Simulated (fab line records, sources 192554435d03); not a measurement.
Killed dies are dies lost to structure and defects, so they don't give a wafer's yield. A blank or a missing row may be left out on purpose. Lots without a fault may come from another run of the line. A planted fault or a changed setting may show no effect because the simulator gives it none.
A struck lot beside a sound one | flow n5_finfet | 15 steps out of a route of 1938
Sound: wafers L773.1, L773.4, L773.5. Struck: wafer L783.6. (L783.1, L783.5 of the same lot were not struck and are left out.) The cause comes at the end.
At each step with rows: each side's tool, then ch and its chambers, then its first start. Under that, the readings that differ: sound wafers | struck wafers | difference of the means | sigmas: that difference in standard deviations of wafers without a fault.
alike: readings whose means differ by less than 2 such deviations, and words and numbers that are the same on both sides. not compared: withheld readings, readings that some wafer has no value for, bounds like >300 that may hide the same value, and numbers for which the record gives no deviation and whose values overlap.
The two part at a step that has a row with sigmas, a row that says differs or no value, or rows on one side only. Numbers that don't overlap but have no deviation are shown without sigmas and don't part them. A reading that every wafer of one side lacks parts them only if that side has two wafers or more.

first, 8 steps without rows for these wafers: N5_BEOL_M5_COAT_60 (time 60 s, resist thk 12 nm); N5_BEOL_M5_COAT_71 (time 60 s, resist thk 5 nm); N5_BEOL_M5_COAT_05 (resist thk 30 nm); N5_BEOL_M5_EBR_07; N5_BEOL_M5_SOFTBAKE_06 (time 60 s); N5_BEOL_M5_EXPOSE_08 (exposes mask M5, target cd 28 nm); N5_BEOL_M5_PEB_09 (peb time 60 s); N5_BEOL_M5_DEVELOP_10 (develop time 30 s).
N5_BEOL_M5_CD_MEAS_11: target cd 27.74 nm.
  sound on cd_sem-01 ch 0, day 9 21:23; struck on cd_sem-01 ch 0, day 12 19:33
  alike: cd_nm
N5_BEOL_M5_OVL_MEAS_12:
  sound on overlay-01 ch 0, day 9 21:25; struck on overlay-01 ch 0, day 12 19:35
  alike: M5_OVL
N5_BEOL_M5_INSPECT_13: inspects for defects (brightfield).
  sound on defect_inspect-01, day 9 21:29; struck on defect_inspect-02, day 12 19:38
  alike: raw_defect_count
N5_BEOL_M5_DESCUM_16: chemistry O2, time 7 s.
  sound on rie_diel-05 ch 0,1,3, day 9 22:02; struck on rie_diel-06 ch 0, day 12 19:40
  reading                         | sound          | struck | difference | sigmas
  drypump_motor_current_A (A)     | 5.8 6.1 5.5    | 4.9    | -0.9       | -2
  oes_product_au (a.u.)           | 0.71 0.70 0.75 | 0.97   | +0.25      | +3
  showerhead_plenum_p_Torr (Torr) | 2.17 1.97 2.01 | 2.25   | +0.20      | +2
  alike: chamber_pressure_mTorr, rf_vpp_V, throttle_valve_pct
  not compared: rf_hours_counter_h
N5_BEOL_M5_ETCH_72: etches underlayer in N2/H2, target depth 6.5 nm, time 5.2 s.
  sound on rie_diel-05 ch 0,1,3, day 9 22:05; struck on rie_diel-06 ch 0, day 12 19:42
  reading                         | sound          | struck | difference | sigmas
  drypump_motor_current_A (A)     | 5.8 6.1 5.6    | 4.9    | -0.9       | -2
  etch_rf_on_time_s (s)           | 5.35 5.28 5.24 | 6.26   | +0.97      | +8
  showerhead_plenum_p_Torr (Torr) | 2.64 2.41 2.44 | 2.69   | +0.19      | +2
  alike: bias_w, chamber_pressure_mTorr, oes_product_au, rf_vpp_V, throttle_valve_pct
  not compared: rf_hours_counter_h
N5_BEOL_M5_ETCH_61: etches SiARC in CF4, target depth 15.6 nm, time 26 s.
  sound on rie_diel-05 ch 0,1,3, day 9 22:05; struck on rie_diel-06 ch 0, day 12 19:43
  reading                         | sound          | struck | difference | sigmas
  oes_product_au (a.u.)           | 0.61 0.60 0.63 | 0.79   | +0.18      | +3
  showerhead_plenum_p_Torr (Torr) | 2.23 2.04 2.06 | 2.28   | +0.17      | +2
  alike: bias_w, chamber_pressure_mTorr, drypump_motor_current_A, etch_rf_on_time_s, rf_vpp_V, throttle_valve_pct
  not compared: rf_hours_counter_h
then, 1 step without rows for these wafers: N5_PASSIVATION_PROBE_49.

WHERE THEY PART
First at N5_BEOL_M5_DESCUM_16; last, within this record, at N5_BEOL_M5_ETCH_61.

WHY: what the simulator had put in
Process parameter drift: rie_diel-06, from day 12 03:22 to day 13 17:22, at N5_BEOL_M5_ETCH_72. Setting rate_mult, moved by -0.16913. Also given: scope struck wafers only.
